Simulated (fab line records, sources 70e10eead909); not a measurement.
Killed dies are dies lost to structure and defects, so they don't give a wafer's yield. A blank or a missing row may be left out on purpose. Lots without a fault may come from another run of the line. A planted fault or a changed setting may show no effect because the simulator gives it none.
Chamber matching | flow nand_harc | NHARC_A_STAIRCASE_DEP_325 on pecvd-02: 3 sister chambers
The step deposits SiO2, target thk 7200 nm. 6 wafers are shown with their chamber, then 7 later ones without.

WAFERS WITH THEIR CHAMBER
wafer  | chamber | rf_fwd_power_W (W) | heater_power_w (W)
L085.6 | 0       | 498.0              | 543
L084.3 | 2       | 498.3              | 638
L084.4 | 1       | 499.6              | 598
L084.5 | 0       | 499.4              | 550
L089.3 | 2       | 499.2              | 673
L089.4 | 1       | 501.0              | 588

WAFERS WITHOUT THEIR CHAMBER
wafer  | rf_fwd_power_W (W) | heater_power_w (W)
L089.6 | 500.3              | 537
L094.2 | 499.5              | 736
L094.4 | 501.0              | 562
L094.5 | 496.3              | 540
L096.2 | 499.3              | 686
L096.4 | 498.5              | 533
L096.5 | 501.3              | 572

WHICH CHAMBER EACH WENT THROUGH
wafer  | from the rows above     | in truth
L089.6 | can't be placed: 0 or 1 | 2
L094.2 | 2                       | 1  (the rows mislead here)
L094.4 | can't be placed: 1 or 0 | 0
L094.5 | 0                       | 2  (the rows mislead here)
L096.2 | 2                       | 2
L096.4 | 0                       | 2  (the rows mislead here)
L096.5 | can't be placed: 1 or 0 | 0
Placed correctly: 1 of 7. Can't be placed from these rows: 3 (the true chamber is among the candidates in 2). Placed wrongly: 3.
How it was worked out, from the rows above alone: a wafer's distance from a chamber is the root of the sum, over the readings, of the square of ((its reading less the chamber's mean) divided by the reading's scatter). The wafer belongs to the nearest chamber; if the next one is less than 2 further off, it can't be placed. A chamber's mean is the mean of its shown wafers. The scatter: the root of (the sum of the squares of (reading less its chamber's mean) over the shown wafers, divided by (wafers less chambers)).
